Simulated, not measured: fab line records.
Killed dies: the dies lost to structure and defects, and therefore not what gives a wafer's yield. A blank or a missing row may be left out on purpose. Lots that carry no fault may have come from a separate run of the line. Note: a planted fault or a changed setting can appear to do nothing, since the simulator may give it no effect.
Chamber matching -- flow n5-finfet -- N5_BEOL_M11_ILD_DEP_00 on pecvd-03: 3 sister chambers
The step deposits SiCOH lowk from DEMS/porogen, target thk 308.51 nm, time 58 s. 20 wafers are shown with their chamber, then 10 later ones without.

== WAFERS, EACH WITH ITS CHAMBER ==
wafer,chamber,heater-power-w (W),throttle-valve-pct (%),heater-power-outer-w (W)
L074.1,0,309,14.0,147
L074.3,1,258,13.4,126
L074.5,0,316,13.9,150
L076.2,0,298,14.1,142
L076.4,2,362,13.6,171
L076.6,0,314,13.8,149
L078.1,0,278,13.8,122
L078.4,1,292,13.4,150
L078.6,2,356,13.5,170
L081.1,2,342,13.7,162
L081.5,0,318,13.9,156
L081.6,1,326,13.6,172
L083.1,0,332,13.7,178
L083.2,1,264,13.7,123
L083.5,2,343,13.5,155
L088.3,0,324,13.8,161
L088.5,1,281,13.5,140
L088.6,2,383,13.5,191
L089.1,2,324,13.8,146
L089.2,0,296,13.7,145

SIGNATURES, as means of the wafers listed above
reading,chamber 0,chamber 1,chamber 2,scatter within a chamber
heater-power-w,309.44,284.20,351.67,20.5
throttle-valve-pct,13.856,13.520,13.600,0.131
heater-power-outer-w,150.00,142.20,165.83,16.5
Rule: for each reading, subtract the chamber's mean from the wafer's reading, divide by that reading's scatter and square the result; add these up over the readings and take the root, which gives the wafer's distance from the chamber. The wafer belongs to the nearest chamber; if the next one is less than 2 further off, it can't be placed. The scatter is the square root of a quotient: the sum, over the shown wafers, of each reading's squared deviation from its chamber's mean, divided by wafers minus chambers.

== WAFERS WHOSE CHAMBER IS MISSING ==
wafer,heater-power-w (W),throttle-valve-pct (%),heater-power-outer-w (W)
L089.5,279,13.5,145
L095.1,361,13.5,174
L095.3,300,13.6,150
L095.6,329,13.4,174
L093.1,307,13.8,166
L093.2,315,13.9,136
L093.3,298,13.7,142
L096.2,333,13.7,148
L096.3,284,13.6,131
L096.6,288,13.7,137

== WHICH CHAMBER EACH WENT THROUGH ==
wafer,from the rows above,in truth
L089.5,1,1
L095.1,2,2
L095.3,can't be placed: 1 or 0 or 2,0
L095.6,can't be placed: 2 or 1 or 0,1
L093.1,can't be placed: 0 or 2 or 1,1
L093.2,0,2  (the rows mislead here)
L093.3,can't be placed: 0 or 1 or 2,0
L096.2,can't be placed: 2 or 0 or 1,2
L096.3,can't be placed: 1 or 0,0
L096.6,can't be placed: 1 or 0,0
Correctly placed: 2 of 10. These rows do not allow placing 7 (true chamber among the candidates in 7). 1 placed wrongly.
